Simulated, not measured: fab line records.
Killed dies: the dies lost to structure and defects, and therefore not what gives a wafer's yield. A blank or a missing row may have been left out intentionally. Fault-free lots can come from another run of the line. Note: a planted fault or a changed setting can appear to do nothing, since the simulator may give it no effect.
Lot-split experiment / flow n5Finfet / 39 wafers read from 7 lots, route of 1938 steps

== SPLIT DETAILS ==
At N5_STI_FIN_REVEAL_ETCHBACK_08 (etches SiO2 in C4F6/O2, target depth 30.5 nm, time 10.167 s), the setting targetDepthA was moved away from the recipe's 305 angstrom on 12 of the 39 wafers read, by -52.1% to -30.1%. This setting was run at the recipe's value on the other wafers.

== FROM THE SPLIT TO THE READING: what the file shows between them, 3 steps ==
- N5_STI_FIN_REVEAL_STRIP_24: strips in N2/H2, time 90 s
- N5_STI_FIN_REVEAL_PRECLEAN_25: cleans in SPM, time 90 s
- N5_STI_FIN_REVEAL_SRD_23: time 30 s

== THE READING ==
trenchDepthNm, in nm, at N5_STI_FIN_REVEAL_FIN_H_MEAS_10. Fault-free wafers of this fab line usually give 51.9 nm, standard deviation 0.65 nm.

wafer=L079.1; tool, chamber at the split=rieDiel-02, 0,3,0,3,3,0; targetDepthA as run, angstrom=305; against the recipe=recipe; trenchDepthNm, nm=52.0; against lot-mates on the recipe=-
wafer=L079.2; tool, chamber at the split=rieDiel-02, 0,3,0,3,3,0; targetDepthA as run, angstrom=305; against the recipe=recipe; trenchDepthNm, nm=51.8; against lot-mates on the recipe=-
wafer=L079.3; tool, chamber at the split=rieDiel-02, 0,3,0,3,3,0; targetDepthA as run, angstrom=305; against the recipe=recipe; trenchDepthNm, nm=51.2; against lot-mates on the recipe=-
wafer=L079.4; tool, chamber at the split=rieDiel-02, 0,3,0,3,3,0; targetDepthA as run, angstrom=305; against the recipe=recipe; trenchDepthNm, nm=51.6; against lot-mates on the recipe=-
wafer=L079.5; tool, chamber at the split=rieDiel-02, 0,3,0,3,3,0; targetDepthA as run, angstrom=305; against the recipe=recipe; trenchDepthNm, nm=51.4; against lot-mates on the recipe=-
wafer=L079.6; tool, chamber at the split=rieDiel-02, 0,3,0,3,3,0; targetDepthA as run, angstrom=305; against the recipe=recipe; trenchDepthNm, nm=51.6; against lot-mates on the recipe=-
wafer=L084.1; tool, chamber at the split=rieDiel-02, 3,2,3; targetDepthA as run, angstrom=305; against the recipe=recipe; trenchDepthNm, nm=52.0; against lot-mates on the recipe=-
wafer=L084.2; tool, chamber at the split=rieDiel-02, 3,2,3; targetDepthA as run, angstrom=305; against the recipe=recipe; trenchDepthNm, nm=52.4; against lot-mates on the recipe=-
wafer=L084.3; tool, chamber at the split=rieDiel-02, 1,1,2; targetDepthA as run, angstrom=213.3; against the recipe=-30.1%; trenchDepthNm, nm=43.3; against lot-mates on the recipe=-8.8
wafer=L084.4; tool, chamber at the split=rieDiel-02, 1,1,2; targetDepthA as run, angstrom=213.3; against the recipe=-30.1%; trenchDepthNm, nm=43.9; against lot-mates on the recipe=-8.2
wafer=L084.5; tool, chamber at the split=rieDiel-02, 1,1,2; targetDepthA as run, angstrom=213.3; against the recipe=-30.1%; trenchDepthNm, nm=43.3; against lot-mates on the recipe=-8.8
wafer=L084.6; tool, chamber at the split=rieDiel-02, 3,2,3; targetDepthA as run, angstrom=305; against the recipe=recipe; trenchDepthNm, nm=51.8; against lot-mates on the recipe=-
wafer=L085.1; tool, chamber at the split=rieDiel-04, 0,2,2; targetDepthA as run, angstrom=146.1; against the recipe=-52.1%; trenchDepthNm, nm=35.8; against lot-mates on the recipe=-16.8
wafer=L085.2; tool, chamber at the split=rieDiel-04, 0,2,2; targetDepthA as run, angstrom=146.1; against the recipe=-52.1%; trenchDepthNm, nm=36.0; against lot-mates on the recipe=-16.6
wafer=L085.3; tool, chamber at the split=rieDiel-04, 1,3,1; targetDepthA as run, angstrom=305; against the recipe=recipe; trenchDepthNm, nm=52.8; against lot-mates on the recipe=-
wafer=L085.4; tool, chamber at the split=rieDiel-04, 1,3,1; targetDepthA as run, angstrom=305; against the recipe=recipe; trenchDepthNm, nm=52.7; against lot-mates on the recipe=-
wafer=L085.5; tool, chamber at the split=rieDiel-04, 0,2,2; targetDepthA as run, angstrom=146.1; against the recipe=-52.1%; trenchDepthNm, nm=36.2; against lot-mates on the recipe=-16.4
wafer=L085.6; tool, chamber at the split=rieDiel-04, 1,3,1; targetDepthA as run, angstrom=305; against the recipe=recipe; trenchDepthNm, nm=52.3; against lot-mates on the recipe=-
wafer=L092.1; tool, chamber at the split=rieDiel-01, 3,0,2,1,0,3; targetDepthA as run, angstrom=305; against the recipe=recipe; trenchDepthNm, nm=50.9; against lot-mates on the recipe=-
wafer=L092.2; tool, chamber at the split=rieDiel-01, 3,0,2,1,0,3; targetDepthA as run, angstrom=305; against the recipe=recipe; trenchDepthNm, nm=51.3; against lot-mates on the recipe=-
wafer=L092.3; tool, chamber at the split=rieDiel-01, 3,0,2,1,0,3; targetDepthA as run, angstrom=305; against the recipe=recipe; trenchDepthNm, nm=50.9; against lot-mates on the recipe=-
wafer=L092.4; tool, chamber at the split=rieDiel-01, 3,0,2,1,0,3; targetDepthA as run, angstrom=305; against the recipe=recipe; trenchDepthNm, nm=52.2; against lot-mates on the recipe=-
wafer=L092.5; tool, chamber at the split=rieDiel-01, 3,0,2,1,0,3; targetDepthA as run, angstrom=305; against the recipe=recipe; trenchDepthNm, nm=51.1; against lot-mates on the recipe=-
wafer=L092.6; tool, chamber at the split=rieDiel-01, 3,0,2,1,0,3; targetDepthA as run, angstrom=305; against the recipe=recipe; trenchDepthNm, nm=51.3; against lot-mates on the recipe=-
wafer=L094.1; tool, chamber at the split=rieDiel-02, 3,1,2; targetDepthA as run, angstrom=305; against the recipe=recipe; trenchDepthNm, nm=51.5; against lot-mates on the recipe=-
wafer=L094.2; tool, chamber at the split=rieDiel-02, 0,2,1; targetDepthA as run, angstrom=169.2; against the recipe=-44.5%; trenchDepthNm, nm=38.0; against lot-mates on the recipe=-13.6
wafer=L094.3; tool, chamber at the split=rieDiel-02, 3,1,2; targetDepthA as run, angstrom=305; against the recipe=recipe; trenchDepthNm, nm=51.3; against lot-mates on the recipe=-
wafer=L094.4; tool, chamber at the split=rieDiel-02, 3,1,2; targetDepthA as run, angstrom=305; against the recipe=recipe; trenchDepthNm, nm=51.9; against lot-mates on the recipe=-
wafer=L094.5; tool, chamber at the split=rieDiel-02, 0,2,1; targetDepthA as run, angstrom=169.2; against the recipe=-44.5%; trenchDepthNm, nm=38.2; against lot-mates on the recipe=-13.4
wafer=L094.6; tool, chamber at the split=rieDiel-02, 0,2,1; targetDepthA as run, angstrom=169.2; against the recipe=-44.5%; trenchDepthNm, nm=39.0; against lot-mates on the recipe=-12.6
wafer=L095.1; tool, chamber at the split=rieDiel-01, 3,2,2; targetDepthA as run, angstrom=305; against the recipe=recipe; trenchDepthNm, nm=50.7; against lot-mates on the recipe=-
wafer=L095.2; tool, chamber at the split=rieDiel-01, 0,1,1; targetDepthA as run, angstrom=179.1; against the recipe=-41.3%; trenchDepthNm, nm=38.9; against lot-mates on the recipe=-11.8
wafer=L095.3; tool, chamber at the split=rieDiel-01, 0,1,1; targetDepthA as run, angstrom=179.1; against the recipe=-41.3%; trenchDepthNm, nm=38.9; against lot-mates on the recipe=-11.8
wafer=L095.4; tool, chamber at the split=rieDiel-01, 3,2,2; targetDepthA as run, angstrom=305; against the recipe=recipe; trenchDepthNm, nm=50.6; against lot-mates on the recipe=-
wafer=L095.5; tool, chamber at the split=rieDiel-01, 0,1,1; targetDepthA as run, angstrom=179.1; against the recipe=-41.3%; trenchDepthNm, nm=39.0; against lot-mates on the recipe=-11.7
wafer=L095.6; tool, chamber at the split=rieDiel-01, 3,2,2; targetDepthA as run, angstrom=305; against the recipe=recipe; trenchDepthNm, nm=50.7; against lot-mates on the recipe=-
wafer=L097.1; tool, chamber at the split=rieDiel-04, 2,1,3; targetDepthA as run, angstrom=305; against the recipe=recipe; trenchDepthNm, nm=51.2; against lot-mates on the recipe=-
wafer=L097.2; tool, chamber at the split=rieDiel-04, 2,1,3; targetDepthA as run, angstrom=305; against the recipe=recipe; trenchDepthNm, nm=52.1; against lot-mates on the recipe=-
wafer=L097.5; tool, chamber at the split=rieDiel-04, 2,1,3; targetDepthA as run, angstrom=305; against the recipe=recipe; trenchDepthNm, nm=51.4; against lot-mates on the recipe=-
When a row names more than one chamber, that row covers several wafers, and the file does not tell which wafer ran in which chamber.

FIT RESULTS
A straight line over all 39 wafers: trenchDepthNm changes by +0.297 nm for each +1% of targetDepthA; r = +1.00; the points scatter about the line by 0.59 nm.
The same after taking each lot's own level away (the mean of its wafers on the recipe; 39 wafers): +0.301 nm for each +1%; r = +1.00; scatter 0.47 nm.
According to that fit, moving targetDepthA by its largest amount changes the reading by 16 nm.
The lots' own levels span 50.67 to 52.60 nm, that is 3.0 times the standard deviation above.
The two slopes agree, so the slope changes little with the lot-to-lot level.
Check: with one of the wafers moved furthest among these (-52.1%) left out of the fit, the line predicts -15.5 nm for it against its lot-mates. Against them it came out at -16.8 nm.

== THE OTHER SPLITS THESE WAFERS WENT THROUGH ==
Other splits were also applied to these wafers ahead of the reading. Each is held against what the fit with the lots' levels taken away leaves over:
other split on the same wafers=N5_FIN_SAQP_HM_DEP_03 timeS; wafers away from the commonest value=12; r with trenchDepthNm (lot level and that fit taken away)=+0.13

== FILE'S OWN FIT ==
trenchDepthNm changes by +0.301 nm for each +1% of targetDepthA, r = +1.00.
